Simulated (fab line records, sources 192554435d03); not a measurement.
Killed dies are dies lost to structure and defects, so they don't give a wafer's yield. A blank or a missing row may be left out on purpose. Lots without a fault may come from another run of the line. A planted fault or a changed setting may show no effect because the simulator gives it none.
fab line records | flow n5_finfet
record lots=5 wafers=15 last_day=18
route steps=1938 shown BEOL_M4@1041 PASSIVATION@1936
lots that met no fault: from a run of the same line without faults
start_h: hours from the record's first day to the start of the lot's first wafer shown | wait_h: hours since the lot's step before | " the same as in the row above | L1.1+2: a row that stands for several wafers | - no value, or no start given | * or withheld: withheld | < > ~ a bound
route shown NAME@n: a module of which the file shows steps, and the number in the route of the first | usual: mean/standard deviation of fault-free wafers | same: alike in all rows | chamber/n: place in a boat | sites: the reading at each site | _std_site: their standard deviation | _edge_site: outer sites' mean less inner sites' | radius_mm: how far each site lies from the wafer's centre | mask NAME#n: copy n | behind: the tool/chamber that last shaped the wafer | hold: why the lot was held/for how many hours/how that ended | device: the transistor (n, p or np) that didn't switch | end of line: the same wafers' tests at the end of the route | a step without rows: its recipe alone | killed: dies lost to structure and defects at the first sort, not the wafer's yield | map: a wafer's dies, x killed, . not, _ none there
set.NAME: the setting as run; set.NAME@STEP: as run at that earlier step | model.NAME: the simulator's own value behind a step, which no gauge read
lots at some steps of the route; a table a step, a row a wafer
services: from which hour (start_h, from the record's first day; less than 0 if before it) a tool's chamber was out of use, for how many hours, and why
## steps
# step N5_BEOL_M4_STRIP_65
# recipe chemistry=N2/H2 temp_c=40 n2_flow_sccm=200 h2_flow_sccm=200 rf_frequency_hz=6e+07
# step N5_BEOL_M4_STRIP_75
# recipe chemistry=N2/H2 temp_c=40 n2_flow_sccm=200 h2_flow_sccm=200 rf_frequency_hz=6e+07
# step N5_BEOL_M4_STRIP_66
# recipe chemistry=CF4 resist=SiARC power_w=300 bias_power_w=75 pressure_mtorr=50 cf4_flow_sccm=150 rf_frequency_hz=6e+07
# usual bias_power_w=75.02/0.24 drypump_motor_current_A=5.6/0.49 oes_product_au=0.77/0.095 rf_vpp_V=271.4/1.7 showerhead_plenum_p_Torr=1.80/0.064 throttle_valve_pct=13.51/0.29
# columns lot.wafer tool chamber start_h wait_h bias_power_w drypump_motor_current_A oes_product_au rf_hours_counter_h rf_vpp_V showerhead_plenum_p_Torr throttle_valve_pct
L133.1 rie_diel-05 0 155.70 0.0 75.49 5.2 0.71 177 271.6 1.78 13.48
L133.2 " 3 " " 75.01 4.8 0.72 182 272.6 1.86 13.64
L133.3 " 1 " " 75.54 5.4 0.73 175 269.9 1.76 13.63
L138.2 rie_diel-01 2 194.72 0.0 74.98 5.5 0.90 21 273.5 1.92 13.20
L138.5 " 1 " " 75.29 5.9 0.70 - 272.8 1.85 13.74
L138.6 " 0 " " 74.70 6.0 0.69 - 274.6 1.83 13.66
L145.3 rie_diel-01 1 230.74 0.0 74.83 5.9 0.70 199 272.4 1.85 13.78
L145.4 " 3 " " 74.76 5.7 0.88 25 271.6 1.76 13.20
L145.5 " 0 " " 75.33 6.0 0.68 - 271.1 1.83 13.71
L153.1 rie_diel-01 2 291.42 0.0 74.63 5.6 0.86 53 273.7 1.91 13.27
L153.2 " 3 " " 75.30 5.7 0.84 46 269.4 1.76 13.24
L153.5 " 3 " " 75.05 5.7 0.84 - 271.1 1.75 13.27
L155.3 rie_diel-05 2 305.06 0.0 75.12 6.2 0.67 234 267.7 1.71 13.93
L155.5 " 3 " " 75.22 4.8 0.68 - 271.6 1.85 13.75
L155.6 " 0 " " 75.05 5.2 0.69 - 271.3 1.77 13.57
# step N5_BEOL_M4_HM_OPEN_17
# recipe chemistry=Cl2/BCl3 target_depth_a=200 overetch_a=60 target=TiN mask_material=SOC ion_energy_ev=150 pressure_mtorr=10 icp_w=1000 bias_w=126 Cl2_flow_sccm=53.25 bcl3_flow_sccm=21.75 Ar_flow_sccm=25
# usual bcl3_flow_sccm=21.74/0.064 drypump_motor_current_A=5.47/0.3 oes_product_au=0.71/0.093 throttle_valve_pct=22.24/0.29
# columns lot.wafer tool chamber start_h wait_h bcl3_flow_sccm drypump_motor_current_A oes_product_au rf_hours_counter_h throttle_valve_pct
L133.1 rie_metal-01 1 155.75 0.0 21.65 5.63 0.80 9 21.76
L133.2 " 0 " " 21.75 5.47 0.78 4 22.56
L133.3 " 1 " " 21.78 5.65 0.79 - 21.77
L138.2 rie_metal-01 1 194.76 0.0 21.70 5.60 0.78 12 21.77
L138.5 " 0 " " 21.60 5.46 0.75 - 22.60
L138.6 " 1 " " 21.65 5.58 0.77 - 21.78
L145.3 rie_metal-03 1 230.81 0.1 21.78 5.91 0.67 - 22.48
L145.4 " 0 " " 21.73 5.67 0.61 - 22.28
L145.5 " 1 " " 21.87 5.92 0.66 - 22.50
L153.1 rie_metal-02 0 291.46 0.0 21.83 4.95 0.79 3 22.01
L153.2 " 1 " " 21.70 5.50 0.79 7 22.25
L153.5 " 1 " " 21.73 5.50 0.79 - 22.25
L155.3 rie_metal-01 1 305.13 0.1 21.66 5.65 0.74 - 21.79
L155.5 " 0 " " 21.68 5.50 0.72 - 22.59
L155.6 " 1 " " 21.73 5.63 0.74 - 21.80
# step N5_BEOL_M4_STRIP_19
# recipe chemistry=O2 power_w=400 temp_c=40 pressure_mtorr=30 rf_frequency_hz=6e+07 bias_power_w=0 overash_fraction=0.2 o2_flow_sccm=225
# usual drypump_motor_current_A=5.6/0.46 oes_product_au=0.75/0.093 rf_vpp_V=3.6/0.51 showerhead_plenum_p_Torr=2.11/0.08 throttle_valve_pct=16.65/0.27
# same bias_power_w=0
# columns lot.wafer tool chamber start_h wait_h drypump_motor_current_A oes_product_au rf_hours_counter_h rf_vpp_V showerhead_plenum_p_Torr throttle_valve_pct
L133.1 rie_diel-01 3 155.93 0.2 5.8 0.95 1 3.6 2.08 16.37
L133.2 " 0 " " 6.0 0.69 201 4.3 2.20 16.93
L133.3 " 2 " " 5.6 0.96 8 4.0 2.25 16.30
L138.2 rie_diel-01 3 194.88 0.1 5.7 0.90 12 3.3 2.08 16.39
L138.5 " 3 " " 5.7 0.89 - 3.2 2.08 16.39
L138.6 " 2 " " 5.5 0.91 - 2.8 2.25 16.33
L145.3 rie_diel-05 2 230.97 0.1 6.2 0.68 - 4.1 1.98 16.92
L145.4 " 1 " " 5.4 0.69 - 3.7 2.08 16.92
L145.5 " 2 " " 6.2 0.69 - 3.8 1.98 16.91
L153.1 rie_diel-01 2 291.57 0.1 5.5 0.87 53 3.7 2.24 16.39
L153.2 " 3 " " 5.7 0.83 46 3.4 2.07 16.46
L153.5 " 2 " " 5.5 0.87 - 3.0 2.24 16.40
L155.3 rie_diel-05 1 305.27 0.1 5.4 0.68 228 3.0 2.07 16.96
L155.5 " 1 " " 5.4 0.68 - 3.5 2.07 16.98
L155.6 " 0 " " 5.2 0.67 - 3.9 2.05 16.49
# step N5_BEOL_M4_CD_MEAS_18
# recipe pitch_nm=36 target_cd_nm=18
# usual cd_nm=18.1/0.4
# columns lot.wafer tool chamber start_h wait_h cd_nm
L133.1 cd_sem-02 - 156.00 0.0 17.2
L133.2 " - " " 17.7
L133.3 " - " " 17.9
L138.2 cd_sem-02 - 194.95 0.1 18.6
L138.5 " - " " 18.4
L138.6 " - " " 18.1
L145.3 cd_sem-02 - 231.05 0.1 17.8
L145.4 " - " " 18.2
L145.5 " - " " 18.1
L153.1 cd_sem-01 - 291.64 0.0 18.7
L153.2 " - " " 18.7
L153.5 " - " " 19.0
L155.3 cd_sem-03 - 305.35 0.1 18.7
L155.5 " - " " 17.5
L155.6 " - " " 18.2
# step N5_BEOL_M4_COAT_67
# recipe resist=SOC temp_c=250 time_s=60 spin_rpm=1500 resist_thk_nm=60
# step N5_BEOL_M4_COAT_68
# recipe resist=SiARC temp_c=220 time_s=60 spin_rpm=1500 resist_thk_nm=12
# step N5_BEOL_M4_COAT_76
# recipe resist=underlayer temp_c=205 time_s=60 spin_rpm=1500 resist_thk_nm=5
# step N5_BEOL_M4_COAT_22
# recipe resist=CAR-EUV spin_rpm=1500 resist_thk_nm=30
# step N5_BEOL_M4_EBR_24
# recipe solvent=PGMEA ebr_width_mm=1.5
# step N5_BEOL_M4_SOFTBAKE_23
# recipe temp_c=110 time_s=60 resist=CAR-EUV
# step N5_BEOL_M4_EXPOSE_25
# recipe mask_id=V3 na=0.33 source_shape=quasar sigma_inner=0.2 sigma_outer=0.8 polarization=unpolarized defocus_nm=5 dose_mj=63
# usual exposure_dose_mJ_cm2=62.82/0.057
# columns lot.wafer tool chamber start_h wait_h mask exposure_dose_mJ_cm2
L133.1 euv_scanner-01 0 156.17 - V3#0 62.77
L133.2 " 0 " " V3#0 62.86
L133.3 " 0 " " V3#0 62.87
L138.2 euv_scanner-01 0 195.26 - V3#0 62.75
L138.5 " 0 " " V3#0 62.82
L138.6 " 0 " " V3#0 62.86
L145.3 euv_scanner-01 0 231.24 - V3#0 69.22
L145.4 " 0 " " V3#0 69.23
L145.5 " 0 " " V3#0 69.22
L153.1 euv_scanner-02 0 291.84 - V3#0 62.76
L153.2 " 0 " " V3#0 62.78
L153.5 " 0 " " V3#0 62.81
L155.3 euv_scanner-02 0 305.66 - V3#0 62.79
L155.5 " 0 " " V3#0 62.80
L155.6 " 0 " " V3#0 62.81
# step N5_BEOL_M4_PEB_26
# recipe peb_temp_c=100 peb_time_s=60 resist=CAR-EUV
# step N5_BEOL_M4_DEVELOP_27
# recipe develop_time_s=30 developer=TMAH resist=CAR-EUV rinse_liquid=surfactant_rinse dry=air_spin dev_temp_c=23
# step N5_BEOL_M4_CD_MEAS_28
# recipe target_cd_nm=26.2 landing_energy_ev=500 detector=se_inlens target_cd_y_nm=24.1 polarity=opening
# usual cd_nm=26.23/0.23
# columns lot.wafer tool chamber start_h wait_h cd_nm
L133.1 cd_sem-01 0 156.32 - 26.30
L133.2 " 0 " " 25.88
L133.3 " 0 " " 26.00
L138.2 cd_sem-02 0 195.40 - 26.56
L138.5 " 0 " " 26.29
L138.6 " 0 " " 26.22
L145.3 cd_sem-01 0 231.37 - 18.48
L145.4 " 0 " " 14.81
L145.5 " 0 " " 25.66
L153.1 cd_sem-03 0 291.98 - 26.42
L153.2 " 0 " " 26.59
L153.5 " 0 " " 26.23
L155.3 cd_sem-01 0 305.79 - 26.13
L155.5 " 0 " " 25.95
L155.6 " 0 " " 25.69
# step N5_BEOL_M4_OVL_MEAS_29
# recipe points_per_wafer=522
# usual V3_OVL=-0.2/0.76
# columns lot.wafer tool chamber start_h wait_h V3_OVL[nm]
L133.1 overlay-02 0 156.35 0.0 -0.9
L133.2 " 0 " " 0.3
L133.3 " 0 " " -0.4
L138.2 overlay-02 0 195.44 0.0 -0.4
L138.5 " 0 " " -0.9
L138.6 " 0 " " -0.2
L145.3 overlay-01 0 231.41 0.0 -0.4
L145.4 " 0 " " -0.8
L145.5 " 0 " " -0.5
L153.1 overlay-02 0 292.01 0.0 -0.3
L153.2 " 0 " " 0.5
L153.5 " 0 " " -0.8
L155.3 overlay-01 0 305.83 0.0 -0.5
L155.5 " 0 " " -0.3
L155.6 " 0 " " 0.4
# step N5_BEOL_M4_RC_MEAS_101
# usual DIBL_N=37.0/2.3 DIBL_P=37.3/2.8 IOFF_N=0.17/0.046 IOFF_P=0.23/0.054 ION_N=675/14 ION_P=460/9.3 SS_N=71.7/0.73 SS_P=73.6/0.95 VT_N=249/3.9 VT_P=-250/3.9
# columns lot.wafer tool chamber start_h wait_h DIBL_N[mV/V] DIBL_P[mV/V] IOFF_N[nA/um] IOFF_P[nA/um] ION_N[uA/um] ION_P[uA/um] SS_N[mV/dec] SS_P[mV/dec] VT_N[mV] VT_P[mV]
L133.1 prober-02 0 166.83 0.0 38.3 37.4 0.19 0.24 678 466 72.0 74.5 249 -248
L133.2 " 0 " " 38.3 37.7 0.20 0.26 692 475 71.7 74.3 245 -248
L133.3 " 0 " " 39.2 38.7 0.21 0.28 700 476 72.1 74.4 245 -246
L138.2 prober-01 0 201.37 0.2 33.2 34.3 0.12 0.19 649 454 71.3 72.5 254 -252
L138.5 " 0 " " 36.4 38.4 0.19 0.26 687 477 72.0 73.3 247 -246
L138.6 " 0 " " 37.0 39.1 0.20 0.27 690 470 71.7 73.7 245 -247
L153.1 prober-01 0 301.78 0.0 34.9 34.2 0.13 0.16 656 450 71.0 71.9 256 -255
L153.2 " 0 " " 36.4 37.6 0.16 0.20 681 464 71.2 73.6 252 -253
L153.5 " 0 " " 33.0 33.7 0.11 0.16 664 457 70.9 72.2 255 -254
L155.3 prober-02 0 320.02 0.3 34.7 34.0 0.13 0.18 655 449 71.6 73.3 252 -252
L155.5 " 0 " " 42.4 44.0 0.32 0.37 699 473 74.0 75.3 242 -244
L155.6 " 0 " " 37.3 38.3 0.20 0.25 673 458 72.0 74.7 248 -248
# step N5_PASSIVATION_PROBE_49
# usual defect_limited_yield=91.5/1.3 killed_at_M0_to_M3=36/10 killed_at_M4_up=13/4.7 killed_at_contacts=13/6.7 killed_at_front_end=37/9.7 killed_at_other=2.6/2.3 killed_dies=101/15 killed_on_rim=14/4.3 killed_open=67/12 killed_short=32/6.7 sort_bin_4_leakage=0.0/0.31 sort_bin_5_function=5.0/0.89 sort_bin_6_memory=3.2/0.63 sort_bin_8_speed=0.01/0.03 sort_n_pass=1079/16 sort_yield_pct=91.4/1.4
# same gross_dies=1180 killed_at_back_side=0
# columns lot.wafer tool chamber start_h wait_h defect_limited_yield[%] killed_at_M0_to_M3 killed_at_M4_up killed_at_contacts killed_at_front_end killed_at_other killed_dies killed_on_rim killed_open killed_short sort_bin_4_leakage[%] sort_bin_5_function[%] sort_bin_6_memory[%] sort_bin_8_speed[%] sort_n_pass sort_yield_pct[%]
L138.2 prober-02 - 313.54 0.1 94.3 20 6 5 34 2 67 6 37 28 0 3.3 1.9 0.08 1113 94.3
L138.5 prober-02 - 313.69 0.2 91.1 44 9 15 35 2 105 10 73 31 0 5.7 3.1 0 1075 91.1
L138.6 prober-02 - 313.74 0.3 91.4 29 9 9 49 6 102 10 64 33 0 5.5 2.9 0 1078 91.4
L145.3 prober-01 - 364.15 0.1 0 45 1083 7 42 3 1180 152 71 35 0 7.7 3.2 0 0 0
L145.4 prober-01 - 364.20 0.2 0 55 1077 13 32 3 1180 152 69 38 0 27.3 3.1 0.08 0 0
L145.5 prober-01 - 364.25 0.2 0 30 1090 8 48 4 1180 152 62 38 0 23.6 3.8 0 0 0
L153.1 prober-02 - 404.37 0.0 93.5 21 11 7 36 2 77 9 51 24 0 3.8 2.5 0 1103 93.5
L153.2 prober-02 - 404.42 0.1 89.9 40 7 13 57 2 119 23 75 40 0 5.8 3.9 0 1061 89.9
L153.5 prober-02 - 404.57 0.2 91.5 20 15 5 57 3 100 14 69 30 0 5.3 2.9 0 1080 91.5
# killed by level:class
L138.2 DUMMY_GATE:geometric_particle:open=7 MOL_CONTACT_COAG:geometric_particle:open=5 BEOL_M0_SAQP:geometric_particle:short=5 DUMMY_GATE:geometric_particle:short=4 ILD0:geometric_particle:short=4 BEOL_M3:geometric_particle:open=4 STARTING-WAFER:geometric_particle:open=4 FIN_SAQP:geometric_particle:open=3
L138.5 MOL_CONTACT_COAG:geometric_particle:open=14 BEOL_M0_SAQP:geometric_particle:short=14 BEOL_M0_SAQP:geometric_particle:open=11 STI_FIN_REVEAL:geometric_particle:open=7 BEOL_M3:geometric_particle:open=7 BEOL_M1:geometric_particle:open=6 DUMMY_GATE:geometric_particle:open=5 FIN_SAQP:geometric_particle:open=4
L138.6 DUMMY_GATE:geometric_particle:open=16 BEOL_M0_SAQP:geometric_particle:open=10 MOL_CONTACT_COAG:geometric_particle:open=9 BEOL_M0_SAQP:geometric_particle:short=7 BEOL_M3:geometric_particle:open=6 FIN_SAQP:geometric_particle:short=5 GATE_CUT:geometric_particle:short=5 PAD_METAL:geometric_particle:short=4
L145.3 BEOL_M4:area_expose=1072 BEOL_M0_SAQP:geometric_particle:open=13 BEOL_M0_SAQP:geometric_particle:short=12 FIN_SAQP:geometric_particle:open=11 DUMMY_GATE:geometric_particle:open=8 MOL_CONTACT_COAG:geometric_particle:open=7 BEOL_M1:geometric_particle:open=7 FIN_SAQP:geometric_particle:short=6
L145.4 BEOL_M4:area_expose=1069 BEOL_M0_SAQP:geometric_particle:open=20 BEOL_M0_SAQP:geometric_particle:short=13 MOL_CONTACT_COAG:geometric_particle:open=11 BEOL_M1:geometric_particle:open=7 BEOL_M2:geometric_particle:open=6 FIN_SAQP:geometric_particle:short=5 STI_FIN_REVEAL:geometric_particle:open=5
L145.5 BEOL_M4:area_expose=1078 FIN_SAQP:geometric_particle:open=10 BEOL_M0_SAQP:geometric_particle:short=9 BEOL_M4:geometric_particle:open=8 DUMMY_GATE:geometric_particle:open=7 STI_FIN_REVEAL:geometric_particle:open=6 BEOL_M0_SAQP:geometric_particle:open=6 BEOL_M1:geometric_particle:open=5
L153.1 BEOL_M2:geometric_particle:open=11 STI_FIN_REVEAL:geometric_particle:open=7 FIN_SAQP:geometric_particle:open=6 DUMMY_GATE:geometric_particle:open=5 GATE_CUT:geometric_particle:open=5 GATE_CUT:geometric_particle:short=5 MOL_CONTACT_COAG:geometric_particle:open=5 STARTING-WAFER:geometric_particle:short=4
L153.2 FIN_SAQP:geometric_particle:open=14 FIN_SAQP:geometric_particle:short=11 STI_FIN_REVEAL:geometric_particle:open=11 BEOL_M0_SAQP:geometric_particle:short=10 BEOL_M0_SAQP:geometric_particle:open=8 BEOL_M2:geometric_particle:open=8 MOL_CONTACT_COAG:geometric_particle:open=7 STARTING-WAFER:geometric_particle:open=7
L153.5 FIN_SAQP:geometric_particle:open=13 STI_FIN_REVEAL:geometric_particle:open=11 FIN_SAQP:geometric_particle:short=9 BEOL_M2:geometric_particle:open=9 DUMMY_GATE:geometric_particle:open=7 BEOL_M4:geometric_particle:open=6 GATE_CUT:geometric_particle:open=5 BEOL_M2:geometric_particle:short=4
# map L145.3 (x killed, . not)
_________________xxxxxxxxxxxx________________
______________xxxxxxxxxxxxxxxxxx_____________
___________xxxxxxxxxxxxxxxxxxxxxxxx__________
__________xxxxxxxxxxxxxxxxxxxxxxxxxx_________
________xxxxxxxxxxxxxxxxxxxxxxxxxxxxxx_______
_______xxxxxxxxxxxxxxxxxxxxxxxxxxxxxxxx______
______xxxxxxxxxxxxxxxxxxxxxxxxxxxxxxxxxx_____
_____xxxxxxxxxxxxxxxxxxxxxxxxxxxxxxxxxxxx____
____xxxxxxxxxxxxxxxxxxxxxxxxxxxxxxxxxxxxxx___
___xxxxxxxxxxxxxxxxxxxxxxxxxxxxxxxxxxxxxxxx__
___xxxxxxxxxxxxxxxxxxxxxxxxxxxxxxxxxxxxxxxx__
__xxxxxxxxxxxxxxxxxxxxxxxxxxxxxxxxxxxxxxxxxx_
__xxxxxxxxxxxxxxxxxxxxxxxxxxxxxxxxxxxxxxxxxx_
_xxxxxxxxxxxxxxxxxxxxxxxxxxxxxxxxxxxxxxxxxxxx
_xxxxxxxxxxxxxxxxxxxxxxxxxxxxxxxxxxxxxxxxxxxx
_xxxxxxxxxxxxxxxxxxxxxxxxxxxxxxxxxxxxxxxxxxxx
_xxxxxxxxxxxxxxxxxxxxxxxxxxxxxxxxxxxxxxxxxxxx
_xxxxxxxxxxxxxxxxxxxxxxxxxxxxxxxxxxxxxxxxxxxx
_xxxxxxxxxxxxxxxxxxxxxxxxxxxxxxxxxxxxxxxxxxxx
_xxxxxxxxxxxxxxxxxxxxxxxxxxxxxxxxxxxxxxxxxxxx
_xxxxxxxxxxxxxxxxxxxxxxxxxxxxxxxxxxxxxxxxxxxx
__xxxxxxxxxxxxxxxxxxxxxxxxxxxxxxxxxxxxxxxxxx_
__xxxxxxxxxxxxxxxxxxxxxxxxxxxxxxxxxxxxxxxxxx_
___xxxxxxxxxxxxxxxxxxxxxxxxxxxxxxxxxxxxxxxx__
___xxxxxxxxxxxxxxxxxxxxxxxxxxxxxxxxxxxxxxxx__
____xxxxxxxxxxxxxxxxxxxxxxxxxxxxxxxxxxxxxx___
_____xxxxxxxxxxxxxxxxxxxxxxxxxxxxxxxxxxxx____
______xxxxxxxxxxxxxxxxxxxxxxxxxxxxxxxxxx_____
_______xxxxxxxxxxxxxxxxxxxxxxxxxxxxxxxx______
________xxxxxxxxxxxxxxxxxxxxxxxxxxxxxx_______
__________xxxxxxxxxxxxxxxxxxxxxxxxxx_________
___________xxxxxxxxxxxxxxxxxxxxxxxx__________
______________xxxxxxxxxxxxxxxxxx_____________
_________________xxxxxxxxxxxx________________
# map L133.1 (x killed, . not)
_________________...x........________________
______________.....x.x.........._____________
___________...........x.x..........__________
__________......x.....x...xx........_________
________.x...x......xx................_______
_______.........x..........x......x....______
______..................x.x.x..........x_____
_____...........x..x.........x.......x...____
____.....x...x........x.........x.........___
___..................x...x........x........__
___..........x..............x..............__
__.......x..............x.......x..........._
__..x............x.......x....x....x.....x.._
_..........x...................x..x.x........
_.......x......x.............................
_x..........x...........x....x.x.x..x........
_xx...........x...x.................x........
_..x.......x......x.............x....xx......
_........x............x......xx....xx.x..x...
_..........x..................xx.x...........
_........x....x................x.....x.......
__......x...x.............................x._
__.....x............................x....x.._
___.....x...............................x..__
___..x.x...x.x......xx....x................__
____x.x........x....xx....................___
_____x.....x.......x..x.x....x..xx......x____
______...........x........x........x..x._____
_______.....x.....x......x.....x.x.....______
________.............x......x........._______
__________x...x....................._________
___________.x......................__________
______________.................._____________
_________________.....xx.....________________
## services
# columns tool chamber start_h hours kind
rie_diel-01 3 138.40 - clean
euv_scanner-02 - 145.00 0.2 repair
euv_scanner-02 - 146.10 1.0 pm
euv_scanner-02 - 156.87 0.9 repair
euv_scanner-01 - 164.40 1.0 pm
rie_metal-01 1 176.04 4.8 repair
euv_scanner-01 - 176.14 1.4 repair
euv_scanner-01 - 182.92 0.5 repair
euv_scanner-02 - 196.67 4.6 pm
euv_scanner-02 - 202.25 1.0 pm
euv_scanner-01 - 204.96 12.0 pm
euv_scanner-01 - 220.55 1.0 pm
rie_diel-05 3 226.98 4.9 repair
rie_diel-01 2 234.02 5.6 repair
euv_scanner-02 - 235.44 0.3 repair
rie_diel-05 2 241.81 11.7 repair
rie_metal-03 - 242.53 0.8 repair
euv_scanner-02 - 258.40 1.0 pm
rie_metal-02 - 260.14 0.2 repair
rie_metal-02 - 268.16 2.8 pm
euv_scanner-01 - 276.70 1.0 pm
rie_diel-05 1 284.48 2.8 repair
euv_scanner-01 - 294.02 4.6 pm
euv_scanner-01 - 301.77 1.8 repair
## key
first_sign step=N5_BEOL_M4_EXPOSE_25 reading=exposure_dose_mJ_cm2 direction=up sigmas=99+ usual=62.82 struck=69.22
effect step=N5_BEOL_M4_CD_MEAS_28 reading=cd_nm direction=down sigmas=29 usual=26.23 struck=19.65 through=control_loop
effect step=N5_PASSIVATION_PROBE_49 reading=killed_at_M4_up direction=up sigmas=99+ usual=13 struck=1083
more_kills_born_at N5_BEOL_M4_EXPOSE_25@euv_scanner-01=3218
met_at N5_BEOL_M4_EXPOSE_25
struck_wafers L145.3,L145.4,L145.5
later_rows_left_out L145.3,L145.4,L145.5
loop_trim step=N5_BEOL_M4_EXPOSE_25 setting=dose lots=L145
onset_between 195.26 231.24
fault kind=process_parameter_drift tool=euv_scanner-01 chamber=- onset_h=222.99 steps=N5_BEOL_M4_EXPOSE_25 channel=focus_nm offset=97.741 spread_by_wafer=0.3 shape=step end_h=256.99
# later_rows_left_out: the simulator's readings of these wafers behind a module that went badly wrong aren't trusted and aren't shown, but for the sort
# loop_trim: a control loop set the setting to another value than it would have without faults
